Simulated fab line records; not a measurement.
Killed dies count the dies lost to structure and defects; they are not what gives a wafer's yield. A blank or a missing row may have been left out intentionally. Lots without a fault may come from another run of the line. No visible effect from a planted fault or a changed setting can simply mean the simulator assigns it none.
Chamber matching ; flow nand_harc ; 4 sister chambers for NHARC_A_CONTACT_ETCH_90 on rie_diel-13
The step etches the open film in CH3F/O2, target depth 40 nm, time 85.7 s. 4 wafers are shown with their chamber, then 8 later ones without.

WAFERS PAIRED WITH THEIR CHAMBERS
wafer;chamber;showerhead_plenum_p_Torr (Torr)
L793.6;1;2.44
L792.3;3;2.41
L792.5;2;2.31
L796.1;0;2.33

WAFERS WITHOUT THEIR CHAMBER
wafer;showerhead_plenum_p_Torr (Torr)
L796.3;2.44
L796.6;2.44
L806.4;2.31
L806.5;2.43
L806.6;2.31
L810.1;2.32
L810.3;2.40
L810.4;2.43

THE CHAMBER EACH PASSED THROUGH
wafer;from the rows above;in truth
L796.3;1;1
L796.6;1;1
L806.4;2;2
L806.5;can't be placed: 1 or 3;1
L806.6;2;2
L810.1;can't be placed: 2 or 0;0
L810.3;3;3
L810.4;can't be placed: 1 or 3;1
Placed correctly: 5 of 8. Not placeable from these rows: 3 (in 3, the candidates include the true chamber). Number placed wrongly: 0.
How it was worked out, from the rows above alone: a wafer's distance from a chamber is the root of the sum, over the readings, of the square of ((its reading less the chamber's mean) divided by the reading's scatter). If the next closest chamber is less than 2 further off than the closest, the wafer can't be placed; otherwise it belongs to the closest. Each chamber's mean is taken over the wafers shown for it. The scatter: root of mean squared gap, hidden wafer to nearest shown wafer, with one shown wafer a chamber.
